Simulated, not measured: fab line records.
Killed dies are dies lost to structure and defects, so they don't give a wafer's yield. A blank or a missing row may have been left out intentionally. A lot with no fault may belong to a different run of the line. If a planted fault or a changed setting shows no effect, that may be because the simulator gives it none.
One fault through the eyes of 3 desks :: flow n5_finfet :: only its own numbers are on each desk; what lay behind them is given at the end

## FROM THE METROLOGY DESK
Means of the sampled wafers that have a number, per lot and without regard to the tool the lot ran on: this is what the gauges read. The brackets show how far a lot's mean lies from the usual mean; more than 4 standard deviations puts the lot out of limits, marked OUT. Of its 26 readings 7 are shown: those that lie furthest out on some lot.
Columns: A = M15_THK at N5_BEOL_M15_THK_MEAS_50, usual 858 nm; B = COMB_M15 at N5_BEOL_M15_RC_MEAS_101, usual 3.2e-12 S/m; C = COMB_M7 at N5_BEOL_M15_RC_MEAS_101, usual 2.5e-11 S/m; D = COMB_M8_max_site at N5_BEOL_M15_RC_MEAS_101, usual 3.6e-11 S/m; E = SERP_M14 at N5_BEOL_M15_RC_MEAS_101, usual 0.160 ohm/um; F = SERP_M14_max_site at N5_BEOL_M15_RC_MEAS_101, usual 0.161 ohm/um; G = SERP_M5 at N5_BEOL_M15_RC_MEAS_101, usual 39.0 ohm/um
lot: L789
first seen here: day 13 17:34
A: 827
B: 2.8e-12
C: 2.3e-11
D: 3.4e-11
E: 0.163
F: 0.166
G: 39.4

lot: L792
first seen here: day 14 18:44
A: 864
B: 3.6e-12
C: 3.3e-11
D: 3.4e-11
E: 0.158
F: 0.161
G: 38.4

lot: L794
first seen here: day 15 11:10
A: 854
B: 2.7e-12
C: 2.9e-11
D: 3.9e-11
E: 0.169
F: 0.171
G: 39.5

lot: L796
first seen here: day 16 13:58
A: 845
B: 4.2e-12
C: 2.7e-11
D: 2.7e-11
E: 0.161
F: 0.162
G: 37.8

lot: L800
first seen here: day 17 03:11
A: 868
B: 3.6e-12
C: 2.6e-11
D: 5.2e-11
E: 0.160
F: 0.162
G: 36.7

lot: L808
first seen here: day 19 18:37
A: 865
B: 3.1e-12
C: 2.7e-11
D: 3.1e-11
E: 0.161
F: 0.162
G: 38.7
Finding of this desk: none of the 6 lots has anything out of limits.

## FOR THE TOOL OWNER'S DESK: pvd_sputter-02
At N5_MIM_BOT_SPUTTER_00 (material TiN, target thk 35 nm, time 89.7 s) the tool's own readings: per lot run on this tool, the mean of the sampled wafers that have a number. The brackets show how far a lot's mean lies from the usual mean; more than 4 standard deviations puts the lot out of limits, marked OUT.
Columns: A = chamber_pressure_pa at N5_MIM_BOT_SPUTTER_00, usual 0.5001 Pa; B = throttle_valve_pct at N5_MIM_BOT_SPUTTER_00, usual 30.1 %
lot: L789
first seen here: day 13 19:28
A: 0.4999
B: 29.2

lot: L792
first seen here: day 14 20:28
A: 0.4992
B: 29.0

lot: L794
first seen here: day 15 13:56
A: 0.4997
B: 29.7

lot: L796
first seen here: day 16 15:29
A: 0.6035 (+99 or more) OUT
B: 27.2

lot: L800
first seen here: day 17 06:37
A: 0.6032 (+99 or more) OUT
B: 27.0

lot: L808
first seen here: day 19 20:32
A: 0.4997
B: 30.6
This desk's verdict: out of limits on L796, L800, starting with L796 at day 16 15:29 (chamber_pressure_pa at N5_MIM_BOT_SPUTTER_00). In limits: L789, L792, L794, L808.

## THE DEFECT DESK
What the inspections along the route counted, lot by lot: means of the sampled wafers that have a number. The brackets show how far a lot's mean lies from the usual mean; more than 4 standard deviations puts the lot out of limits, marked OUT.
Columns: A = raw_defect_count at N5_BEOL_M15_INSPECT_55, usual 73
lot: L789
first seen here: day 13 17:43
A: 68

lot: L792
first seen here: day 14 18:54
A: 88

lot: L794
first seen here: day 15 11:19
A: 93

lot: L796
first seen here: day 16 14:07
A: 47

lot: L800
first seen here: day 17 03:23
A: 120

lot: L808
first seen here: day 19 18:47
A: 90
Finding of this desk: none of the 6 lots has anything out of limits.

## BROUGHT TOGETHER
On L796, L800, at day 16 15:29, an alarm was possible from the tool owner's desk.
The metrology desk saw nothing out of limits.
Nothing the defect desk looked at was out of limits.
The metrology desk holds a record of L796, L800, inside its limits.
The defect desk has L796, L800 on record, within its limits.
N5_MIM_BOT_SPUTTER_00 was run on pvd_sputter-02 by each of the lots named.

## WHAT WAS PUT IN BY THE SIMULATOR
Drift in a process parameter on pvd_sputter-02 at N5_MIM_BOT_SPUTTER_00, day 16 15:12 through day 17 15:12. From 0.49996, the setting chamber_pressure_pa moved by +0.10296. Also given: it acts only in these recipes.
Struck lots among those shown: L796, L800.
Delay in hours, fault start to first out-of-limits reading, by desk: the tool owner's desk at 0.
